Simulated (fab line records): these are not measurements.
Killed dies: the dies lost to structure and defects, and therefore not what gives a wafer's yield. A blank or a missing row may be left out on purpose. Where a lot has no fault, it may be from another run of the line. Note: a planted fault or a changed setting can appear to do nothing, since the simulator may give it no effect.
fab line records | flow n5-finfet | part 2 of 2: steps 5 to 6 of 6
record: lots: 22 wafers: 66 last-day: 18
route steps=1938 shown ZERO_LAYER@17 FIN_SAQP@102 STI_FIN_REVEAL@189
lots untouched by any fault: they come from a run of this same line in which no faults occurred
start-h: start of the lot's first displayed wafer, in hours after the record's first day | wait-h: hours elapsed since this lot's preceding step | " unchanged from the row above | L1.1+2: several wafers, shown together as one row | - no value present, or no start provided | * or withheld: withheld | < > ~ a bound
route shown NAME@n: NAME is a module with steps in the file, n the number in the route of the first one | usual: the fault-free wafers' mean and standard deviation | same: alike in all rows | chamber/n: place in a boat | sites: each site's reading | _std_site: how widely they spread, as a standard deviation | _edge_site: the outer-site mean with the inner-site mean subtracted | radius-mm: how far each site lies from the wafer's centre | mask NAME#n: copy n | behind: the tool/chamber that last shaped the wafer | hold: cause of the lot's hold/its duration in hours/its outcome | device: whichever transistor did not switch (one of n, p or np) | end of line: tests of these same wafers at the route's end | where a step has no rows: the recipe by itself | killed: the dies lost at the first sort to structure and to defects; this is not the yield of the wafer | map: per-die view of a wafer (x killed, . not killed, _ where there is no die)
set.NAME: the setting as run; set.NAME@STEP: as run at that earlier step | model.NAME: the simulator's own value behind a step, which no gauge read
a sample of lots followed through the steps of the route, with each step as a table and each wafer as a row
services: when a tool's chamber went out of use (start-h, in hours from the record's first day, below 0 if earlier), for how many hours, and the reason
== steps ==
step: N5_FIN_SAQP_STRIP_77
recipe: chemistry: N2/H2 time-s: 90 power-w: 100 temp-c: 40 pressure-mtorr: 100 rf-frequency-hz: 6e+07 bias-power-w: 3 n2-flow-sccm: 300 h2-flow-sccm: 300
usual: drypump-motor-current-A: 5.9/0.54 oes-product-au: 0.78/0.068 rf-vpp-V: 45.2/0.85 showerhead-plenum-p-Torr: 3.37/0.096 throttle-valve-pct: 12.17/0.19
columns lot.wafer tool chamber start-h wait-h drypump-motor-current-A oes-product-au rf-hours-counter-h rf-vpp-V showerhead-plenum-p-Torr throttle-valve-pct
L074.1 rie-diel-02 3 26.35 0.0 6.8 0.72 183 45.2 3.34 12.52
L074.4 " 0 " " 5.8 0.76 124 44.4 3.24 12.00
L074.6 " 0 " " 5.8 0.76 - 43.7 3.24 11.97
L075.2 rie-diel-06 0 31.47 0.0 6.4 0.81 75 45.3 3.43 12.05
L075.3 " 3 " " 6.4 0.79 125 45.7 3.53 12.17
L075.6 " 0 " " 6.4 0.81 - 47.0 3.43 12.03
L076.1 rie-diel-06 1 39.22 0.0 5.8 0.90 30 43.0 3.31 11.91
L076.3 " 0 " " 6.4 0.80 77 46.3 3.43 12.04
L076.6 " 0 " " 6.4 0.80 - 45.1 3.43 12.04
L077.2 rie-diel-06 2 46.11 0.0 4.9 0.76 158 46.1 3.38 12.33
L077.4 " 0 " " 6.4 0.80 80 45.5 3.43 12.03
L077.6 " 1 " " 5.7 0.90 - 45.1 3.31 11.92
L078.2 rie-diel-04 1 50.81 0.0 5.8 0.73 205 44.6 3.48 12.35
L078.3 " 2 " " 5.9 0.91 26 46.3 3.57 12.02
L078.5 " 2 " " 6.0 0.92 - 46.7 3.57 12.00
L079.1 rie-diel-02 3 55.97 0.0 6.8 0.72 193 45.1 3.33 12.57
L079.5 " 3 " " 6.8 0.71 - 44.4 3.33 12.57
L079.6 " 2 " " 5.9 0.74 - 46.6 3.33 12.11
L080.1 rie-diel-06 2 62.88 0.0 4.9 0.76 163 44.7 3.38 12.35
L080.3 " 3 " " 6.4 0.78 135 45.2 3.53 12.18
L080.5 " 1 " " 5.8 0.90 - 44.3 3.31 11.93
L081.1 rie-diel-06 1 68.63 0.0 5.8 0.89 40 45.4 3.30 11.95
L081.2 " 2 " " 4.9 0.76 165 44.8 3.38 12.35
L081.4 " 1 " " 5.7 0.89 - 45.5 3.30 11.93
L082.2 rie-diel-02 2 74.12 0.0 5.9 0.73 202 45.0 3.32 12.13
L082.3 " 3 " " 6.8 0.71 198 44.2 3.33 12.56
L082.4 " 0 " " 5.8 0.74 143 44.8 3.23 12.03
L083.1 rie-diel-06 2 81.93 0.0 4.9 0.74 171 44.6 3.38 12.36
L083.5 " 0 " " 6.4 0.78 - 46.4 3.42 12.07
L083.6 " 1 " " 5.8 0.87 - 44.1 3.30 11.96
L084.3 rie-diel-06 2 85.80 0.0 4.9 0.76 172 44.8 3.38 12.36
L084.4 " 1 " " 5.8 0.88 - 44.5 3.30 11.96
L084.6 " 2 " " 4.9 0.76 - 45.3 3.38 12.38
L086.1 rie-diel-04 3 99.00 0.0 5.8 0.71 219 45.8 3.21 12.08
L086.3 " 0 " " 6.0 0.95 10 46.4 3.61 12.26
L086.6 " 2 " " 6.0 0.88 - 46.3 3.56 12.07
L087.2 rie-diel-02 2 104.06 0.0 5.9 0.73 210 46.1 3.32 12.16
L087.5 " 2 " " 5.9 0.72 - 46.1 3.32 12.17
L087.6 " 1 " " 6.3 0.86 - 44.8 3.42 11.95
L088.1 rie-diel-02 0 110.38 0.0 5.8 0.74 154 44.2 3.22 12.08
L088.4 " 3 " " 6.8 0.70 209 45.5 3.32 12.59
L088.5 " 2 " " 5.9 0.73 - 45.1 3.32 12.17
L089.1 rie-diel-04 3 116.09 0.0 5.8 0.70 224 45.3 3.21 12.08
L089.4 " 0 " " 5.9 0.93 14 46.3 3.60 12.28
L089.6 " 3 " " 5.9 0.70 - 46.1 3.21 12.07
L090.3 rie-diel-04 2 123.31 0.0 6.0 0.88 52 44.9 3.56 12.08
L090.4 " 3 " " 5.9 0.70 226 46.8 3.21 12.10
L090.6 " 2 " " 6.0 0.87 - 44.7 3.56 12.08
L091.2 rie-diel-02 3 129.05 0.0 6.8 0.70 215 43.9 3.32 12.61
L091.3 " 0 " " 5.8 0.73 161 44.5 3.22 12.09
L091.5 " 0 " " 5.8 0.74 - 44.6 3.22 12.07
L092.1 rie-diel-06 1 134.85 0.0 5.8 0.83 66 45.1 3.29 12.01
L092.2 " 0 " " 6.4 0.76 110 45.9 3.41 12.12
L092.5 " 2 " " 4.9 0.74 - 45.8 3.37 12.39
L093.3 rie-diel-02 0 139.74 0.0 5.8 0.73 166 44.6 3.22 12.07
L093.5 " 3 " " 6.8 0.69 - 46.4 3.32 12.63
L093.6 " 0 " " 5.8 0.73 - 45.4 3.22 12.10
L095.2 rie-diel-06 2 152.41 0.0 4.9 0.73 200 45.8 3.36 12.42
L095.5 " 2 " " 4.9 0.73 - 44.2 3.36 12.44
L095.6 " 0 " " 6.4 0.75 - 44.1 3.41 12.13
L096.4 rie-diel-06 1 157.66 0.0 5.8 0.83 - 45.0 3.29 12.03
L096.5 " 2 " " 4.9 0.73 - 46.3 3.36 12.44
L096.6 " 0 " " 6.4 0.76 - 45.3 3.41 12.14
L097.2 rie-diel-06 0 165.58 0.0 6.4 0.75 126 46.0 3.41 12.18
L097.3 " 1 " " 5.8 0.83 81 45.2 3.28 12.05
L097.6 " 0 " " 6.4 0.75 - 44.9 3.41 12.16
step: N5_STI_FIN_REVEAL_DENSIFY_30
recipe: temp-c: * time-s: * ambient: N2 idle-temp-c: 600 ramp-up-c-per-s: 150 ramp-down-c-per-s: 60 cool-to-c: 600
usual: lamp-power-pct: 11.53/0.056 lamp_zone_7_pct: 11.962/0.02 wafer_temp_C_max: *
columns lot.wafer tool chamber start-h wait-h lamp-power-pct lamp_zone_7_pct wafer_temp_C_max
L074.1 rtp-anneal-02 0 34.38 0.0 11.62 11.944 *
L074.4 " 0 " " 11.44 11.951 *
L074.6 " 0 " " 11.51 11.953 *
L075.2 rtp-anneal-02 0 39.14 0.3 11.55 11.930 *
L075.3 " 0 " " 11.48 11.963 *
L075.6 " 0 " " 11.60 11.960 *
L076.1 rtp-anneal-02 0 47.06 0.1 11.46 11.970 *
L076.3 " 0 " " 11.58 11.974 *
L076.6 " 0 " " 11.44 11.932 *
L077.2 rtp-anneal-02 0 54.08 0.1 11.48 11.984 *
L077.4 " 0 " " 11.61 11.949 *
L077.6 " 0 " " 11.62 11.956 *
L078.2 rtp-anneal-02 0 59.49 0.1 11.46 11.984 *
L078.3 " 0 " " 11.52 11.977 *
L078.5 " 0 " " 11.47 11.962 *
L079.1 rtp-anneal-02 0 64.05 0.2 11.53 11.967 *
L079.5 " 0 " " 11.53 11.956 *
L079.6 " 0 " " 11.60 11.975 *
L080.1 rtp-anneal-02 0 70.32 0.1 11.48 11.957 *
L080.3 " 0 " " 11.44 11.971 *
L080.5 " 0 " " 11.50 11.934 *
L081.1 rtp-anneal-01 0 76.58 0.1 11.61 11.965 *
L081.2 " 0 " " 11.44 11.982 *
L081.4 " 0 " " 11.48 11.917 *
L082.2 rtp-anneal-01 0 81.52 0.1 11.48 11.972 *
L082.3 " 0 " " 11.46 11.991 *
L082.4 " 0 " " 11.47 11.969 *
L083.1 rtp-anneal-02 0 89.75 0.0 11.59 11.945 *
L083.5 " 0 " " 11.56 11.985 *
L083.6 " 0 " " 11.54 11.988 *
L084.3 rtp-anneal-02 0 95.20 0.1 11.52 11.975 *
L084.4 " 0 " " 11.64 11.986 *
L084.6 " 0 " " 11.49 11.958 *
L086.1 rtp-anneal-01 0 106.38 0.0 11.50 11.938 *
L086.3 " 0 " " 11.52 11.982 *
L086.6 " 0 " " 11.55 11.973 *
L087.2 rtp-anneal-02 0 111.75 0.2 11.46 11.926 *
L087.5 " 0 " " 11.46 11.989 *
L087.6 " 0 " " 11.60 11.957 *
L088.1 rtp-anneal-02 0 118.62 0.0 11.52 11.956 *
L088.4 " 0 " " 11.49 11.979 *
L088.5 " 0 " " 11.49 11.967 *
L089.1 rtp-anneal-02 0 124.13 0.1 11.58 11.935 *
L089.4 " 0 " " 11.48 12.030 *
L089.6 " 0 " " 11.52 11.918 *
L090.3 rtp-anneal-02 0 130.80 0.1 11.50 11.979 *
L090.4 " 0 " " 11.47 11.977 *
L090.6 " 0 " " 11.51 11.959 *
L091.2 rtp-anneal-01 0 136.56 0.2 11.56 11.970 *
L091.3 " 0 " " 11.54 11.955 *
L091.5 " 0 " " 11.55 11.968 *
L092.1 rtp-anneal-01 0 144.12 0.0 11.52 11.936 *
L092.2 " 0 " " 11.52 11.936 *
L092.5 " 0 " " 11.42 11.962 *
L093.3 rtp-anneal-01 0 147.51 0.1 11.55 11.967 *
L093.5 " 0 " " 11.62 11.932 *
L093.6 " 0 " " 11.59 11.978 *
L095.2 rtp-anneal-01 0 160.12 0.1 11.65 11.938 *
L095.5 " 0 " " 11.64 11.977 *
L095.6 " 0 " " 11.46 11.979 *
L096.4 rtp-anneal-02 0 165.54 0.1 11.53 11.966 *
L096.5 " 0 " " 11.57 11.960 *
L096.6 " 0 " " 11.51 11.982 *
L097.2 rtp-anneal-01 0 172.99 0.1 11.56 11.941 *
L097.3 " 0 " " 11.56 11.951 *
L097.6 " 0 " " 11.48 11.989 *
== services ==
columns tool chamber start-h hours kind
pecvd-02 - 6.03 2.8 pm
pecvd-01 - 8.06 0.9 repair
rie-si-02 0 18.98 2.7 repair
rie-diel-02 2 21.76 3.5 repair
rie-diel-06 - 25.96 1.4 repair
rie-diel-04 0 36.37 - clean
pecvd-01 2 40.76 13.3 repair
rie-diel-02 2 45.24 3.8 repair
rie-diel-06 0 56.88 6.4 repair
rie-diel-04 - 59.92 0.3 repair
rie-si-02 - 65.70 2.8 pm
rie-diel-06 3 67.20 121.0 repair
rie-diel-02 3 68.22 5.0 repair
rie-si-03 1 94.00 6.1 repair
rie-diel-02 2 98.16 2.6 repair
pecvd-01 - 104.26 0.7 repair
rie-si-03 2 107.29 3.7 repair
rie-diel-02 3 114.24 1.8 repair
pecvd-01 0 120.29 5.2 repair
rie-diel-04 - 137.64 1.0 repair
rie-si-02 1 141.54 4.6 repair
plasma-asher-01 - 148.73 0.3 repair
plasma-asher-01 - 155.41 2.2 repair
rie-diel-02 - 158.13 14.6 pm
